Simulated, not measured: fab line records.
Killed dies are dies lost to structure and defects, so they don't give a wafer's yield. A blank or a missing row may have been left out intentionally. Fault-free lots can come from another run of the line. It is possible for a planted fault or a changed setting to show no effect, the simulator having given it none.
fab line records | flow nand_harc
[record] lots = 7 wafers = 21 last_day = 33
route steps=1302 shown A_ONON_D2@554 END@1302
lots that met no fault: taken from a fault-free run of the same line
start_h: start of the lot's first displayed wafer, in hours after the record's first day | wait_h: hours since the lot's step before | " unchanged from the row above | L1.1+2: several wafers, shown together as one row | - value missing, or start not given | * or withheld: withheld | < > ~ a bound
route shown NAME@n: a module of which the file shows steps, and the number in the route of the first | usual: mean/standard deviation taken from wafers without a fault | same: alike in all rows | chamber/n: place in a boat | sites: readings site by site | _std_site: the values' standard deviation | _edge_site: the outer-site mean with the inner-site mean subtracted | radius_mm: for every site, how far away it sits from the centre of the wafer | mask NAME#n: copy n | behind: the last tool/chamber to shape the wafer | hold: cause of the lot's hold/its duration in hours/its outcome | device: transistor that didn't switch, given as n, p or np | end of line: tests run on the same wafers once the route is complete | for a step that has no rows: nothing shown but its recipe | killed: dies lost to structure and defects at the first sort, not the wafer's yield | map: shows each die of a wafer: x if killed, . if not, _ if none is there
set.NAME: setting as actually run; set.NAME@STEP: the setting as run at that earlier step | model.NAME: the simulator's own value behind a step, which no gauge read
lots seen at some steps along the route; tables by step, rows by wafer
services: the hour from which a tool's chamber was out of use, counted from the record's first day as start_h (under 0 if before that day), plus the number of hours and why
[[steps]]
[step NHARC_A_ONON_D2_THK_MEAS_14]
[recipe] thk_meas_gauge = ellipsometry
[usual] thk_nm = 1002/8.6
// columns lot.wafer tool chamber start_h wait_h thk_nm
L449.4 film_metro-01 - 306.28 - 998
L449.5 " - " " 998
L449.6 " - " " 998
L453.1 film_metro-02 - 340.82 - 1001
L453.2 " - " " 1002
L453.6 " - " " 1001
L462.1 film_metro-01 - 443.53 - 1003
L462.3 " - " " 1004
L462.6 " - " " 1004
L463.2 film_metro-02 - 443.56 - 991
L463.5 " - " " 990
L463.6 " - " " 991
L464.2 film_metro-01 - 465.13 - 992
L464.3 " - " " 993
L464.5 " - " " 993
L466.1 film_metro-02 - 478.16 - 998
L466.2 " - " " 999
L466.6 " - " " 998
L467.1 film_metro-01 - 492.56 - 997
L467.3 " - " " 998
L467.5 " - " " 997
[step NHARC_A_ONON_D2_ANNEAL_15]
[recipe] temp_c = 750 time_s = 3600
[step NHARC_A_ONON_D2_DEP_16]
[recipe] target_thk_a = 10000 n2_flow_sccm = 2750 n2o_flow_sccm = 2000 nh3_flow_sccm = 500 sih4_flow_sccm = 210 temp_c = 400
[step NHARC_A_ONON_D2_THK_MEAS_18]
[recipe] thk_meas_gauge = ellipsometry
[usual] thk_nm = 998/9
// columns lot.wafer tool chamber start_h wait_h thk_nm
L449.4 film_metro-02 - 313.66 - 996
L449.5 " - " " 996
L449.6 " - " " 996
L453.1 film_metro-02 - 345.89 - 985
L453.2 " - " " 982
L453.6 " - " " 983
L462.1 film_metro-02 - 450.94 - 1003
L462.3 " - " " 1001
L462.6 " - " " 1002
L463.2 film_metro-01 - 450.95 - 992
L463.5 " - " " 995
L463.6 " - " " 994
L464.2 film_metro-02 - 475.49 - 997
L464.3 " - " " 997
L464.5 " - " " 995
L466.1 film_metro-02 - 488.24 - 1003
L466.2 " - " " 1001
L466.6 " - " " 999
L467.1 film_metro-02 - 500.58 - 1011
L467.3 " - " " 1011
L467.5 " - " " 1012
[step NHARC_A_ONON_D2_DEP_19]
[recipe] target_thk_a = 10000 n2_flow_sccm = 2750 n2o_flow_sccm = 2000 nh3_flow_sccm = 500 sih4_flow_sccm = 210 temp_c = 400
[step NHARC_A_ONON_D2_THK_MEAS_21]
[recipe] thk_meas_gauge = ellipsometry
[usual] thk_nm = 998/12
// columns lot.wafer tool chamber start_h wait_h thk_nm
L449.4 film_metro-01 - 314.23 - 1000
L449.5 " - " " 1001
L449.6 " - " " 1001
L453.1 film_metro-02 - 346.46 - 1020
L453.2 " - " " 1019
L453.6 " - " " 1019
L462.1 film_metro-02 - 451.52 - 986
L462.3 " - " " 987
L462.6 " - " " 988
L463.2 film_metro-01 - 451.52 - 994
L463.5 " - " " 995
L463.6 " - " " 996
L464.2 film_metro-02 - 476.20 - 988
L464.3 " - " " 990
L464.5 " - " " 989
L466.1 film_metro-02 - 488.80 - 992
L466.2 " - " " 993
L466.6 " - " " 993
L467.1 film_metro-01 - 501.14 - 987
L467.3 " - " " 987
L467.5 " - " " 988
[step NHARC_A_ONON_D2_DEP_22]
[recipe] target_thk_a = 10000 n2_flow_sccm = 2750 n2o_flow_sccm = 2000 nh3_flow_sccm = 500 sih4_flow_sccm = 210 temp_c = 400
[step NHARC_A_ONON_D2_THK_MEAS_24]
[recipe] thk_meas_gauge = ellipsometry
[usual] thk_nm = 1002/9.6
// columns lot.wafer tool chamber start_h wait_h thk_nm
L449.4 film_metro-01 - 314.79 - 985
L449.5 " - " " 988
L449.6 " - " " 987
L453.1 film_metro-01 - 347.02 - 1008
L453.2 " - " " 1007
L453.6 " - " " 1006
L463.2 film_metro-02 - 452.08 - 1004
L463.5 " - " " 1005
L463.6 " - " " 1003
L462.1 film_metro-01 - 452.08 - 1004
L462.3 " - " " 1004
L462.6 " - " " 1004
L464.2 film_metro-02 - 476.77 - 993
L464.3 " - " " 994
L464.5 " - " " 992
L466.1 film_metro-02 - 489.36 - 1005
L466.2 " - " " 1006
L466.6 " - " " 1005
L467.1 film_metro-02 - 501.71 - 1003
L467.3 " - " " 1004
L467.5 " - " " 1003
[step NHARC_A_ONON_D2_DEP_25]
[recipe] target_thk_a = 10000 n2_flow_sccm = 2750 n2o_flow_sccm = 2000 nh3_flow_sccm = 500 sih4_flow_sccm = 210 temp_c = 400
[step NHARC_A_ONON_D2_THK_MEAS_27]
[recipe] thk_meas_gauge = ellipsometry
[usual] thk_nm = 1003/8.9
// columns lot.wafer tool chamber start_h wait_h thk_nm
L449.4 film_metro-02 - 315.36 - 1000
L449.5 " - " " 1001
L449.6 " - " " 1000
L453.1 film_metro-02 - 347.59 - 1010
L453.2 " - " " 1013
L453.6 " - " " 1012
L463.2 film_metro-02 - 452.64 - 1000
L463.5 " - " " 997
L463.6 " - " " 1000
L462.1 film_metro-01 - 452.66 - 993
L462.3 " - " " 994
L462.6 " - " " 993
L464.2 film_metro-02 - 477.35 - 1011
L464.3 " - " " 1010
L464.5 " - " " 1011
L466.1 film_metro-01 - 489.93 - 1010
L466.2 " - " " 1009
L466.6 " - " " 1011
L467.1 film_metro-01 - 502.28 - 1013
L467.3 " - " " 1015
L467.5 " - " " 1014
[step NHARC_A_ONON_D2_DEP_28]
[recipe] target_thk_a = 10000 n2_flow_sccm = 2750 n2o_flow_sccm = 2000 nh3_flow_sccm = 500 sih4_flow_sccm = 210 temp_c = 400
[step NHARC_A_ONON_D2_THK_MEAS_30]
[recipe] thk_meas_gauge = ellipsometry
[usual] thk_nm = 998/8.9
// columns lot.wafer tool chamber start_h wait_h thk_nm
L449.4 film_metro-02 - 315.93 - 1006
L449.5 " - " " 1006
L449.6 " - " " 1007
L453.1 film_metro-01 - 348.16 - 1005
L453.2 " - " " 1005
L453.6 " - " " 1005
L463.2 film_metro-02 - 453.21 - 996
L463.5 " - " " 998
L463.6 " - " " 997
L462.1 film_metro-02 - 453.22 - 987
L462.3 " - " " 987
L462.6 " - " " 991
L464.2 film_metro-01 - 477.92 - 1009
L464.3 " - " " 1011
L464.5 " - " " 1008
L466.1 film_metro-01 - 490.50 - 987
L466.2 " - " " 988
L466.6 " - " " 986
L467.1 film_metro-01 - 502.85 - 1005
L467.3 " - " " 1005
L467.5 " - " " 1005
[step NHARC_A_ONON_D2_DEP_33]
[recipe] target_thk_a = 2000 temp_c = 400 pressure_torr = 6.5 rf_w = 900 teos_flow_sccm = 161.4 flow_sccm = 2650 target_thk_nm = 200 gas = O2 material = SiO2
[usual] heater_power_w = 563/88 mfc_precursor_sccm = 161.5/0.46 susceptor_temp_C = 399.98/0.22 throttle_valve_pct = 16.5/0.52
// columns lot.wafer tool chamber start_h wait_h heater_power_w mfc_precursor_sccm susceptor_temp_C throttle_valve_pct
L449.4 pecvd-02 0 316.12 0.2 685 161.7 399.92 16.6
L449.5 " 1 " " 482 161.5 399.97 16.1
L449.6 " 2 " " 459 162.4 400.04 17.1
L453.2 pecvd-01 1 348.26 0.1 461 161.7 400.02 16.5
L453.1 " 2 " " 490 161.6 399.92 15.6
L453.6 " 0 " " 640 160.4 400.24 17.1
L463.2 pecvd-02 2 453.31 0.1 468 134.9 399.65 16.3
L463.5 " 1 " " 491 161.9 400.03 16.1
L463.6 " 2 " " 460 135.9 399.81 16.5
L462.1 pecvd-02 1 453.59 0.4 567 161.0 399.67 16.1
L462.3 " 2 " " 560 134.8 399.81 16.7
L462.6 " 0 " " 658 161.1 400.35 15.9
L464.2 pecvd-02 0 478.02 0.1 599 161.0 400.09 16.0
L464.3 " 1 " " 592 161.3 400.38 16.1
L464.5 " 2 " " 579 134.9 399.71 16.4
L466.1 pecvd-01 1 490.72 0.2 460 161.9 399.80 16.7
L466.2 " 2 " " 476 162.1 399.98 15.5
L466.6 " 2 " " 468 162.7 400.22 15.6
L467.1 pecvd-03 1 502.91 0.1 436 161.7 400.13 16.7
L467.3 " 0 " " 698 161.2 400.19 16.4
L467.5 " 1 " " 455 161.3 400.20 16.8
[step NHARC_A_ONON_D2_THK_MEAS_34]
[recipe] thk_meas_gauge = ellipsometry
[usual] thk_nm = 200/3
// columns lot.wafer tool chamber start_h wait_h thk_nm
L449.4 film_metro-02 - 316.40 - 198
L449.5 " - " " 204
L449.6 " - " " 201
L453.1 film_metro-02 - 348.63 - 202
L453.2 " - " " 197
L453.6 " - " " 204
L463.2 film_metro-01 - 453.68 - 166
L463.5 " - " " 203
L463.6 " - " " 169
L462.1 film_metro-02 - 453.96 - 202
L462.3 " - " " 167
L462.6 " - " " 201
L464.2 film_metro-01 - 478.39 - 199
L464.3 " - " " 201
L464.5 " - " " 172
L466.1 film_metro-01 - 491.10 - 195
L466.2 " - " " 200
L466.6 " - " " 202
L467.1 film_metro-02 - 503.32 - 198
L467.3 " - " " 197
L467.5 " - " " 198
[step NHARC_END_SORT_01]
[recipe] temp_c = 25
[usual] killed_at_array = 54/17 killed_at_other = 1.0/1.4 killed_at_periphery = 3.6/2.1 killed_dies = 58/17 killed_open = 3.2/2 killed_short = 2.5/1.5
[same] gross_dies = 677
// columns lot.wafer tool chamber start_h wait_h killed_at_array killed_at_other killed_at_periphery killed_dies killed_open killed_short
L449.4 prober-01 0 581.31 3.4 28 0 6 34 2 2
L449.5 prober-01 0 582.12 3.7 37 0 1 38 4 2
L449.6 prober-01 0 582.93 4.1 59 0 9 68 9 3
L453.1 prober-02 0 624.95 2.5 54 0 3 57 3 2
L453.2 prober-02 0 625.74 2.8 39 0 1 40 2 1
L453.6 prober-02 0 628.89 3.9 65 3 3 71 6 2
L462.1 prober-01 0 722.22 2.5 50 0 5 55 1 0
L462.3 prober-01 0 723.84 3.1 30 0 4 34 3 2
L462.6 prober-01 0 726.28 4.1 52 0 3 55 2 4
L464.2 prober-01 0 765.69 2.8 32 0 2 34 0 1
L464.3 prober-01 0 766.50 3.1 31 1 1 33 1 2
L464.5 prober-01 0 768.11 3.7 38 0 3 41 7 4
L466.1 prober-02 0 771.70 2.5 60 0 4 64 3 2
L466.2 prober-02 0 772.49 2.8 66 0 3 69 4 1
L466.6 prober-02 0 775.67 4.0 84 2 5 91 7 2
L467.1 prober-02 0 779.44 2.5 20 0 5 25 3 0
L467.3 prober-02 0 781.06 3.1 35 1 5 41 2 4
L467.5 prober-02 0 782.67 3.7 33 1 4 38 5 1
// killed by level:class
L449.4 A_CHANNEL_HOLE_D2:chamber_film_flake=14 P_M0:chamber_film_flake=4 A_CONTACT:unspecified=4 A_CHANNEL_HOLE_D1:chamber_film_flake=2 A_CONTACT:chamber_film_flake=2 P_CONTACT:geometric_particle:short=1 P_M0:geometric_particle:open=1 A_CHANNEL_FILL_D1:geometric_particle:open=1
L449.5 A_CHANNEL_HOLE_D2:chamber_film_flake=14 A_CONTACT:chamber_film_flake=6 A_STAIRCASE:chamber_film_flake=3 A_BONDPAD:chamber_film_flake=3 A_CHANNEL_FILL_D2:geometric_particle:short=2 A_CHANNEL_HOLE_D1:chamber_film_flake=2 A_CHANNEL_FILL_D2:chamber_film_flake=2 P_CONTACT:geometric_particle:open=1
L449.6 A_CHANNEL_HOLE_D2:chamber_film_flake=40 A_CONTACT:chamber_film_flake=6 A_CHANNEL_HOLE_D1:chamber_film_flake=3 P_CONTACT:geometric_particle:open=2 P_M0:chamber_film_flake=2 P_GATE:geometric_particle:open=1 P_M0:geometric_particle:short=1 P_M1:geometric_particle:open=1
L453.1 A_CHANNEL_HOLE_D1:chamber_film_flake=27 A_CHANNEL_HOLE_D2:chamber_film_flake=14 A_DECK1_JOINT:chamber_film_flake=3 A_CHANNEL_FILL_D1:chamber_film_flake=2 A_SLIT:chamber_film_flake=2 P_CONTACT:geometric_particle:open=1 A_ONON_D1:geometric_particle:open=1 A_SGD_CUT:geometric_particle:short=1
L453.2 A_CHANNEL_HOLE_D2:chamber_film_flake=14 A_CHANNEL_HOLE_D1:chamber_film_flake=13 A_STAIRCASE:chamber_film_flake=3 A_DECK1_JOINT:chamber_film_flake=2 A_CONTACT:chamber_film_flake=2 P_GATE:geometric_particle:open=1 A_ONON_D1:geometric_particle:short=1 A_M0:geometric_particle:open=1
L453.6 A_CHANNEL_HOLE_D1:chamber_film_flake=31 A_CHANNEL_HOLE_D2:chamber_film_flake=16 A_CHANNEL_FILL_D1:chamber_film_flake=4 A_DECK1_JOINT:chamber_film_flake=3 A_WL_FILL:chamber_film_flake=3 THIN_TSV:chamber_film_flake=3 P_M0:geometric_particle:open=2 A_M1:geometric_particle:open=2
L462.1 A_CHANNEL_HOLE_D1:chamber_film_flake=36 A_CONTACT:chamber_film_flake=7 P_M1:chamber_film_flake=5 A_SLIT:chamber_film_flake=3 A_STAIRCASE:chamber_film_flake=2 A_M0:geometric_particle:open=1 A_CHANNEL_FILL_D1:chamber_film_flake=1
L462.3 A_CHANNEL_HOLE_D1:chamber_film_flake=10 A_CONTACT:chamber_film_flake=5 P_M1:chamber_film_flake=4 A_SLIT:chamber_film_flake=4 A_STAIRCASE:chamber_film_flake=3 A_ONON_D2:geometric_particle:open=2 A_ONON_D1:geometric_particle:short=1 A_CHANNEL_HOLE_D1:geometric_particle:short=1
L462.6 A_CHANNEL_HOLE_D1:chamber_film_flake=34 A_CONTACT:chamber_film_flake=8 A_M0:geometric_particle:short=3 A_SLIT:chamber_film_flake=3 P_M1:chamber_film_flake=2 A_ONON_D1:geometric_particle:short=1 A_ONON_D1:geometric_particle:open=1 A_BLC:geometric_particle:open=1
L464.2 A_CHANNEL_HOLE_D1:chamber_film_flake=13 A_CONTACT:chamber_film_flake=6 A_WL_FILL:chamber_film_flake=5 A_STAIRCASE:chamber_film_flake=3 A_SLIT:chamber_film_flake=2 A_SGD_CUT:geometric_particle:short=1 P_ZERO_WELL:chamber_film_flake=1 P_M2:chamber_film_flake=1
L464.3 A_CHANNEL_HOLE_D1:chamber_film_flake=12 A_CONTACT:chamber_film_flake=9 A_CHANNEL_FILL_D1:chamber_film_flake=3 A_STAIRCASE:chamber_film_flake=2 A_WL_FILL:chamber_film_flake=2 P_M0:geometric_particle:open=1 A_ONON_D1:geometric_particle:short=1 A_CHANNEL_FILL_D1:geometric_particle:short=1
L464.5 A_CHANNEL_HOLE_D1:chamber_film_flake=14 A_CONTACT:chamber_film_flake=9 A_M0:geometric_particle:open=3 A_SLIT:chamber_film_flake=3 P_ZERO_WELL:chamber_film_flake=2 A_CHANNEL_HOLE_D1:geometric_particle:short=2 A_WL_FILL:geometric_particle:open=2 P_M0:geometric_particle:open=1
L466.1 A_SLIT:chamber_film_flake=26 A_CHANNEL_HOLE_D2:chamber_film_flake=16 A_CHANNEL_HOLE_D1:chamber_film_flake=6 A_STAIRCASE:chamber_film_flake=4 P_GATE:chamber_film_flake=2 A_SGD_CUT:chamber_film_flake=2 A_CONTACT:chamber_film_flake=2 P_GATE:geometric_particle:short=1
L466.2 A_SLIT:chamber_film_flake=21 A_CHANNEL_HOLE_D2:chamber_film_flake=17 A_CHANNEL_HOLE_D1:chamber_film_flake=12 A_STAIRCASE:chamber_film_flake=5 A_ONON_D1:geometric_particle:open=2 A_DECK1_JOINT:geometric_particle:open=2 P_ZERO_WELL:chamber_film_flake=2 A_CONTACT:chamber_film_flake=2
L466.6 A_CHANNEL_HOLE_D2:chamber_film_flake=36 A_SLIT:chamber_film_flake=26 A_CHANNEL_HOLE_D1:chamber_film_flake=10 A_STAIRCASE:chamber_film_flake=5 P_ZERO_WELL:chamber_film_flake=3 A_ONON_D2:geometric_particle:open=2 P_GATE:geometric_particle:open=1 P_M1:geometric_particle:short=1
L467.1 A_SLIT:chamber_film_flake=9 A_STAIRCASE:chamber_film_flake=3 P_GATE:chamber_film_flake=2 A_CHANNEL_HOLE_D1:unspecified=2 A_SGD_CUT:chamber_film_flake=2 A_CONTACT:chamber_film_flake=2 P_GATE:geometric_particle:open=1 A_ONON_D1:geometric_particle:open=1
L467.3 A_STAIRCASE:chamber_film_flake=11 A_SLIT:chamber_film_flake=6 A_SGD_CUT:chamber_film_flake=3 A_WL_FILL:chamber_film_flake=3 A_CONTACT:chamber_film_flake=3 A_ONON_D1:geometric_particle:short=2 P_ZERO_WELL:chamber_film_flake=2 A_CHANNEL_HOLE_D1:unspecified=2
L467.5 A_CONTACT:chamber_film_flake=9 A_SLIT:chamber_film_flake=7 A_STAIRCASE:chamber_film_flake=6 A_CHANNEL_HOLE_D1:unspecified=3 P_ZERO_WELL:chamber_film_flake=2 P_GATE:chamber_film_flake=2 A_ONON_D1:geometric_particle:open=1 A_ONON_D2:geometric_particle:open=1
[[services]]
// columns tool chamber start_h hours kind
pecvd-01 - 308.20 0.3 repair
pecvd-01 - 311.03 13.0 pm
pecvd-01 0 311.03 13.0 vent_cycle
pecvd-01 1 311.03 13.0 vent_cycle
pecvd-01 2 311.03 13.0 vent_cycle
pecvd-01 0 324.03 - clean
pecvd-01 1 324.03 - clean
pecvd-01 2 324.03 - clean
pecvd-03 2 326.94 4.7 repair
pecvd-01 - 362.70 0.5 repair
pecvd-03 - 366.25 13.0 pm
pecvd-03 1 402.40 3.5 repair
pecvd-02 - 408.41 13.0 pm
pecvd-02 0 408.41 13.0 vent_cycle
pecvd-02 1 408.41 13.0 vent_cycle
pecvd-02 2 408.41 13.0 vent_cycle
pecvd-02 0 421.41 - clean
pecvd-02 1 421.41 - clean
pecvd-02 2 421.41 - clean
pecvd-03 1 435.61 3.3 repair
pecvd-01 - 492.21 13.0 pm
pecvd-01 0 492.21 13.0 vent_cycle
pecvd-01 1 492.21 13.0 vent_cycle
pecvd-01 2 492.21 13.0 vent_cycle
[[key]]
[first_sign] step = NHARC_A_ONON_D2_DEP_33 reading = mfc_precursor_sccm direction = down sigmas = 57 usual = 161.5 struck = 135.1
[effect] step = NHARC_A_ONON_D2_THK_MEAS_34 reading = thk_nm direction = down sigmas = 11 usual = 200 struck = 168
met_at NHARC_A_ONON_D2_DEP_33
struck_wafers L462.3,L463.2,L463.6,L464.5
tester_left_out L462,L463,L464
[fault] kind = process_parameter_drift tool = pecvd-02 chamber = 2 onset_h = 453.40 steps = NHARC_A_ONON_D2_DEP_33 channel = teos_flow_sccm offset = * shape = step end_h = 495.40 acts_in = * stated = *
// tester_left_out: of these lots the tester's yield and bins aren't shown, on N5 and GAA mostly nor the transistor test; their killed dies are dies lost to structure and defects alone, not to doping, threshold or leakage, so they don't give the yield
